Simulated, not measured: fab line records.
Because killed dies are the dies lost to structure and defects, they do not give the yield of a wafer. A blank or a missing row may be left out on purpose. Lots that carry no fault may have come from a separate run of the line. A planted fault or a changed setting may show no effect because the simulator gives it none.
fab line records	flow nandHarc
record lots=13	wafers=39	lastDay=33
route steps=1302 shown A_WL_FILL@972 THIN_TSV@1263 END@1302
lots untouched by any fault: they come from a run of this same line in which no faults occurred
startH: the number of hours between the record's first day and the start of the first shown wafer of the lot	waitH: hours from the lot's prior step to this one	" identical to the entry in the row above	L1.1+2: one row covering several wafers at once	- no value, or no start given	* or withheld: withheld	< > ~ a bound
route shown NAME@n: a module of which the file shows steps, and the number in the route of the first	usual: mean/standard deviation taken from wafers without a fault	same: alike in all rows	chamber/n: place in a boat	sites: per-site readings	_std_site: how widely they spread, as a standard deviation	_edge_site: the outer-site mean with the inner-site mean subtracted	radiusMm: how far each site lies from the wafer's centre	mask NAME#n: copy n	behind: the last tool/chamber to shape the wafer	hold: the reason the lot was held/the length of the hold in hours/how it ended	device: the n, p or np transistor that did not switch	end of line: tests run on the same wafers once the route is complete	a step given without rows: its recipe and nothing more	killed: the dies lost at the first sort to structure and to defects; this is not the yield of the wafer	map: dies across one wafer; x = killed, . = not, _ = none there
set.NAME: the setting as run; set.NAME@STEP: as run at that earlier step	model.NAME: the simulator's own value behind a step, which no gauge read
a sample of lots followed through the steps of the route, with each step as a table and each wafer as a row
services: when a tool's chamber went out of use (startH, in hours from the record's first day, below 0 if earlier), for how many hours, and the reason
## steps
# step NHARC_A_WL_FILL_ETCHBACK_26
# recipe targetDepthA=520	timeS=13.3	hbrFlowSccm=150	rfW=350	icpW=350	biasW=60	chemistry=HBr
# usual drypumpMotorCurrentA=5.6/0.56	oesProductAu=1.003/0.013	throttleValvePct=23.265/0.0087
lot.wafer	tool	chamber	startH	waitH	drypumpMotorCurrentA	oesProductAu	rfHoursCounterH	throttleValvePct
L316.2	rieSi-01	3	483.69	0.4	5.6	1.011	0.6	23.256
L316.4	"	1	"	"	5.2	1.009	0.6	23.281
L316.6	"	3	"	"	5.7	1.032	-	23.259
L317.4	rieSi-03	3	494.34	0.4	4.9	1.003	0.5	23.267
L317.6	"	2	"	"	6.2	1.000	-	23.265
L317.5	"	3	"	"	5.0	1.004	-	23.260
L315.3	rieSi-05	3	496.75	0.4	6.3	0.977	0.0	23.262
L315.1	"	0	"	"	6.7	1.014	0.0	23.247
L315.6	"	3	"	"	6.3	0.981	-	23.252
L319.1	rieSi-05	3	513.94	0.4	6.3	0.990	0.2	23.278
L319.3	"	1	"	"	5.5	1.019	0.1	23.261
L319.5	"	3	"	"	6.3	0.988	-	23.279
L320.3	rieSi-03	2	536.25	0.4	6.2	0.996	0.7	23.255
L320.1	"	3	"	"	4.9	0.992	0.8	23.273
L320.5	"	3	"	"	4.9	1.002	-	23.278
L321.4	rieSi-05	0	536.27	0.4	6.7	1.003	0.3	23.276
L321.5	"	2	"	"	5.7	1.009	-	23.266
L321.6	"	3	"	"	6.3	0.996	-	23.263
L324.2	rieSi-05	2	566.40	0.4	5.6	1.021	0.6	23.263
L324.3	"	0	"	"	6.6	1.013	0.4	23.275
L324.6	"	2	"	"	5.6	1.008	-	23.252
L328.1	rieSi-05	3	609.41	0.4	6.3	1.006	0.7	23.258
L328.5	"	1	"	"	5.5	1.035	-	23.280
L328.6	"	2	"	"	5.6	1.015	-	23.272
L333.1	rieSi-01	2	659.20	0.4	4.8	0.986	0.7	23.269
L333.4	"	3	"	"	5.7	0.998	0.6	23.267
L333.2	"	0	"	"	5.5	1.021	0.7	23.260
L335.3	rieSi-01	3	683.17	0.4	5.7	0.996	0.9	23.255
L335.2	"	0	"	"	5.5	1.010	0.9	23.258
L335.5	"	3	"	"	5.7	1.001	-	23.265
L336.4	rieSi-05	2	699.90	0.4	5.7	0.996	0.2	23.266
L336.3	"	3	"	"	6.3	1.000	0.2	23.275
L336.5	"	1	"	"	5.5	1.015	-	23.270
L337.3	rieSi-03	0	699.90	0.4	5.1	0.990	0.7	23.264
L337.2	"	2	"	"	6.2	0.992	0.7	23.259
L337.5	"	0	"	"	5.1	0.999	-	23.259
L338.2	rieSi-01	0	715.66	0.4	5.5	1.015	1.1	23.257
L338.3	"	1	"	"	5.2	1.001	1.0	23.260
L338.5	"	3	"	"	5.7	0.992	-	23.261
# step NHARC_THIN_TSV_ETCH_15
# recipe targetDepthA=30000	boschTargetOveretchCycles=2	boschEtchStepS=2.8	boschDepStepS=1.2	boschCycles=14
# usual drypumpMotorCurrentA=5.3/0.5
lot.wafer	tool	chamber	startH	waitH	drypumpMotorCurrentA	rfHoursCounterH
L316.2	rieSi-06	1	545.35	-	5.2	0.9
L316.4	"	2	"	"	5.1	0.7
L316.6	"	2	"	"	5.1	-
L317.4	rieSi-02	3	558.19	-	6.3	0.5
L317.6	"	1	"	"	4.8	-
L317.5	"	2	"	"	4.7	-
L315.3	rieSi-06	1	559.23	-	5.2	1.1
L315.1	"	0	"	"	4.7	1.0
L315.6	"	1	"	"	5.1	-
L319.3	rieSi-04	2	573.30	-	6.0	0.2
L319.1	"	3	"	"	5.6	0.2
L319.5	"	2	"	"	6.0	-
L320.1	rieSi-02	0	595.69	-	5.4	0.7
L320.3	"	1	"	"	4.8	0.9
L320.5	"	0	"	"	5.4	-
L321.4	rieSi-06	0	596.89	-	4.8	1.2
L321.6	"	2	"	"	5.2	-
L321.5	"	3	"	"	6.1	-
L324.2	rieSi-02	3	630.63	-	6.3	0.9
L324.3	"	2	"	"	4.7	1.0
L324.6	"	0	"	"	5.4	-
L328.1	rieSi-04	3	674.63	-	5.6	0.8
L328.5	"	0	"	"	4.9	-
L328.6	"	1	"	"	5.1	-
L333.4	rieSi-04	3	727.09	-	5.6	0.2
L333.1	"	0	"	"	4.9	0.1
L333.2	"	2	"	"	6.0	0.1
L335.3	rieSi-04	0	747.35	-	4.9	0.3
L335.2	"	2	"	"	6.0	0.2
L335.5	"	1	"	"	5.1	-
L337.2	rieSi-04	3	764.68	-	5.6	0.4
L337.3	"	0	"	"	4.9	0.4
L337.5	"	0	"	"	4.9	-
L336.3	rieSi-02	2	765.87	-	4.7	0.7
L336.4	"	0	"	"	5.4	0.8
L336.5	"	3	"	"	6.4	-
L338.2	rieSi-04	3	783.15	-	5.6	0.5
L338.3	"	2	"	"	6.0	0.4
L338.5	"	0	"	"	4.9	-
# step NHARC_THIN_TSV_DEP_47
# recipe targetThkA=2000	tempC=withheld	pressureTorr=6.5	rfW=900	teosFlowSccm=161.4	flowSccm=2650	targetThkNm=200	gas=O2	material=SiO2
# usual flowSccm=2650/8.1	throttleValvePct=15.7/0.79
lot.wafer	tool	chamber	startH	waitH	flowSccm	throttleValvePct
L316.2	pecvd-03	1	546.41	-	2653	16.8
L316.6	"	1	"	"	2655	16.7
L316.4	"	2	"	"	2661	16.5
L317.6	pecvd-02	1	559.51	-	2637	15.4
L317.4	"	2	"	"	2644	14.6
L317.5	"	0	"	"	2642	15.6
L315.1	pecvd-03	0	560.29	-	2652	15.9
L315.3	"	1	"	"	2645	16.4
L315.6	"	1	"	"	2639	16.4
L319.1	pecvd-02	2	574.30	-	2666	14.7
L319.3	"	0	"	"	2644	15.6
L319.5	"	2	"	"	2656	14.8
L320.3	pecvd-04	1	596.75	-	2643	16.0
L320.1	"	2	"	"	2646	16.7
L320.5	"	1	"	"	2648	15.8
L321.5	pecvd-04	1	598.02	-	2646	15.7
L321.6	"	2	"	"	2654	16.6
L321.4	"	0	"	"	2661	17.2
L324.2	pecvd-02	2	631.75	-	2658	14.7
L324.3	"	0	"	"	2640	14.9
L324.6	"	2	"	"	2661	14.6
L328.1	pecvd-02	1	675.70	-	2660	14.7
L328.5	"	2	"	"	2642	14.7
L328.6	"	1	"	"	2639	14.6
L333.1	pecvd-02	1	728.16	-	2665	15.2
L333.2	"	2	"	"	2647	14.8
L333.4	"	2	"	"	2641	15.1
L335.3	pecvd-04	0	748.36	-	2639	17.3
L335.2	"	2	"	"	2649	16.1
L335.5	"	1	"	"	2644	15.0
L337.3	pecvd-02	2	765.71	-	2630	14.8
L337.2	"	0	"	"	2663	15.3
L337.5	"	1	"	"	2651	15.3
L336.3	pecvd-04	0	766.93	-	2647	17.1
L336.5	"	2	"	"	2660	16.4
L336.4	"	0	"	"	2647	17.0
L338.2	pecvd-02	2	784.85	-	2649	14.8
L338.3	"	1	"	"	2650	15.1
L338.5	"	1	"	"	2642	15.1
# step NHARC_THIN_TSV_ETCHBACK_48
# recipe targetDepthA=10285	overEtchFrac=0.3	timeS=405.17	ionEnergyEv=250	c4f8FlowSccm=withheld	arFlowSccm=withheld	rfW=600	biasW=300	chemistry=C4F8/Ar
# usual oesProductAu=0.94/0.032	rfVppV=547/3.1
lot.wafer	tool	chamber	startH	waitH	oesProductAu	rfHoursCounterH	rfVppV
L316.4	rieDiel-01	3	546.84	-	0.94	7.0	551
L316.2	"	0	"	"	0.91	6.4	546
L316.6	"	2	"	"	0.91	-	545
L317.4	rieDiel-08	0	559.81	-	1.02	0.3	545
L317.6	"	3	"	"	1.00	-	543
L317.5	"	0	"	"	1.03	-	545
L315.1	rieDiel-06	3	560.68	-	0.99	3.7	550
L315.3	"	0	"	"	0.94	4.6	550
L315.6	"	3	"	"	0.99	-	549
L319.3	rieDiel-08	1	574.74	-	0.97	1.4	544
L319.1	"	2	"	"	0.96	1.1	551
L319.5	"	1	"	"	0.98	-	544
L320.3	rieDiel-08	2	597.10	-	0.90	2.4	552
L320.1	"	3	"	"	0.93	2.6	544
L320.5	"	2	"	"	0.90	-	552
L321.4	rieDiel-08	1	598.32	-	0.93	2.8	545
L321.5	"	0	"	"	0.94	-	546
L321.6	"	1	"	"	0.93	-	545
L324.2	rieDiel-08	3	632.18	-	0.94	4.3	545
L324.3	"	0	"	"	0.94	4.3	546
L324.6	"	2	"	"	0.93	-	552
L328.1	rieDiel-08	1	676.01	-	0.92	7.1	544
L328.6	"	1	"	"	0.91	-	544
L328.5	"	2	"	"	0.91	-	553
L333.2	rieDiel-06	0	728.51	-	0.92	3.7	549
L333.1	"	3	"	"	0.94	3.5	550
L333.4	"	3	"	"	0.95	-	549
L335.3	rieDiel-01	3	748.76	-	0.95	0.5	552
L335.2	"	2	"	"	0.95	0.4	545
L335.5	"	3	"	"	0.95	-	552
L337.2	rieDiel-08	1	766.15	-	0.92	2.4	542
L337.3	"	2	"	"	0.93	2.6	552
L337.5	"	0	"	"	0.91	-	544
L336.4	rieDiel-06	1	767.29	-	0.92	4.4	549
L336.3	"	0	"	"	0.91	5.0	549
L336.5	"	1	"	"	0.91	-	548
L338.3	rieDiel-01	0	785.29	-	1.00	1.5	547
L338.2	"	1	"	"	0.99	1.3	549
L338.5	"	0	"	"	1.00	-	546
# step NHARC_END_SORT_01
# recipe tempC=25
# usual killedAtArray=59/20	killedAtOther=0.8/1.1	killedAtPeriphery=5/3.1	killedDies=64/21	killedOpen=3.4/1.9	killedShort=2.3/1.7
# same grossDies=677
lot.wafer	tool	chamber	startH	waitH	killedAtArray	killedAtOther	killedAtPeriphery	killedDies	killedOpen	killedShort
L328.1	prober-01	0	689.54	2.5	144	0	0	144	0	2
L328.5	prober-01	0	692.75	3.7	113	0	12	125	2	6
L328.6	prober-01	0	693.55	4.0	151	0	8	159	2	3
L335.2	prober-01	0	762.26	2.8	48	4	4	56	5	4
L335.3	prober-01	0	763.06	3.1	64	1	5	70	6	3
L335.5	prober-01	0	764.67	3.7	48	4	2	54	2	3
# killed by level:class
L328.1 A_WL_FILL:unspecified=88 A_SLIT:chamberFilmFlake=20 A_CHANNEL_HOLE_D2:chamberFilmFlake=19 A_CHANNEL_HOLE_D1:chamberFilmFlake=4 A_CONTACT:chamberFilmFlake=4 A_WL_FILL:geometricParticle:short=2 A_STAIRCASE:chamberFilmFlake=2 A_ZERO_WELL:chamberFilmFlake=1
L328.5 A_WL_FILL:unspecified=45 A_SLIT:chamberFilmFlake=24 A_CHANNEL_HOLE_D2:chamberFilmFlake=20 A_CHANNEL_HOLE_D1:chamberFilmFlake=7 P_CONTACT:chamberFilmFlake=6 A_SGD_CUT:chamberFilmFlake=6 P_BONDPAD:chamberFilmFlake=4 A_CHANNEL_FILL_D1:geometricParticle:short=2
L328.6 A_WL_FILL:unspecified=80 A_SLIT:chamberFilmFlake=39 A_CHANNEL_HOLE_D2:chamberFilmFlake=13 A_CHANNEL_HOLE_D1:chamberFilmFlake=6 P_CONTACT:chamberFilmFlake=4 P_BONDPAD:chamberFilmFlake=2 P_GATE:chamberFilmFlake=2 A_STAIRCASE:chamberFilmFlake=2
L335.2 A_SLIT:chamberFilmFlake=17 A_CHANNEL_HOLE_D1:chamberFilmFlake=10 A_CONTACT:chamberFilmFlake=7 THIN_TSV:chamberFilmFlake=4 A_ONON_D1:geometricParticle:open=2 A_DECK1_JOINT:geometricParticle:short=2 P_GATE:chamberFilmFlake=2 A_STAIRCASE:chamberFilmFlake=2
L335.3 A_SLIT:chamberFilmFlake=32 A_CHANNEL_HOLE_D1:chamberFilmFlake=13 A_CONTACT:chamberFilmFlake=10 P_M0:geometricParticle:short=2 A_ONON_D1:geometricParticle:open=2 A_DECK1_JOINT:chamberFilmFlake=2 P_GATE:geometricParticle:open=1 P_M2:geometricParticle:open=1
L335.5 A_SLIT:chamberFilmFlake=18 A_CHANNEL_HOLE_D1:chamberFilmFlake=16 A_CONTACT:chamberFilmFlake=5 THIN_TSV:chamberFilmFlake=4 A_ONON_D2:geometricParticle:short=2 A_CHANNEL_HOLE_D2:chamberFilmFlake=2 A_STAIRCASE:chamberFilmFlake=2 A_DECK1_JOINT:geometricParticle:open=1
## services
tool	chamber	startH	hours	kind
rieSi-05	-	482.00	9.0	pm
rieSi-04	3	509.62	3.3	repair
rieSi-04	-	519.00	9.0	pm
rieSi-05	0	527.38	2.6	repair
rieSi-02	2	528.97	11.5	repair
rieSi-02	3	531.13	4.7	repair
rieDiel-08	-	545.12	9.0	pm
rieSi-01	-	547.00	9.0	pm
pecvd-04	2	554.84	16.2	repair
pecvd-02	0	579.84	6.1	repair
pecvd-02	-	589.41	13.0	pm
rieSi-05	0	612.18	5.1	repair
rieSi-02	-	631.00	9.0	pm
pecvd-02	1	640.90	2.6	repair
rieSi-05	0	640.96	1.1	repair
rieDiel-08	2	643.10	1.5	repair
rieSi-05	-	659.00	9.0	pm
pecvd-02	0	659.15	5.8	repair
pecvd-02	-	673.99	1.5	repair
rieSi-04	-	696.00	9.0	pm
pecvd-02	0	713.77	4.8	repair
rieDiel-08	-	722.12	9.0	pm
pecvd-02	-	770.41	13.0	pm
rieDiel-08	1	770.50	6.1	repair
## key
firstSign step=NHARC_END_SORT_01	reading=killedAtArray	direction=up	sigmas=3.9	usual=59	struck=136
effect step=NHARC_END_SORT_01	reading=killedDies	direction=up	sigmas=3.8	usual=64	struck=143
moreKillsBornAt NHARC_A_WL_FILL_ETCHBACK_26@rieSi-05=212
metAt NHARC_A_WL_FILL_ETCHBACK_26
struckLots L328
testerLeftOut L328
notActingAt NHARC_THIN_TSV_ETCH_15,NHARC_THIN_TSV_DEP_47,NHARC_THIN_TSV_ETCHBACK_48
onsetBetween 566.40 609.41
fault kind=chamberParticleSource	tool=rieSi-05	chamber=-	onsetH=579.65	steps=NHARC_A_WL_FILL_ETCHBACK_26	ratePerVisitCm2=0.80109	endH=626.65
# testerLeftOut: of these lots the tester's yield and bins aren't shown, on N5 and GAA mostly nor the transistor test; their killed dies are dies lost to structure and defects alone, not to doping, threshold or leakage, so they don't give the yield
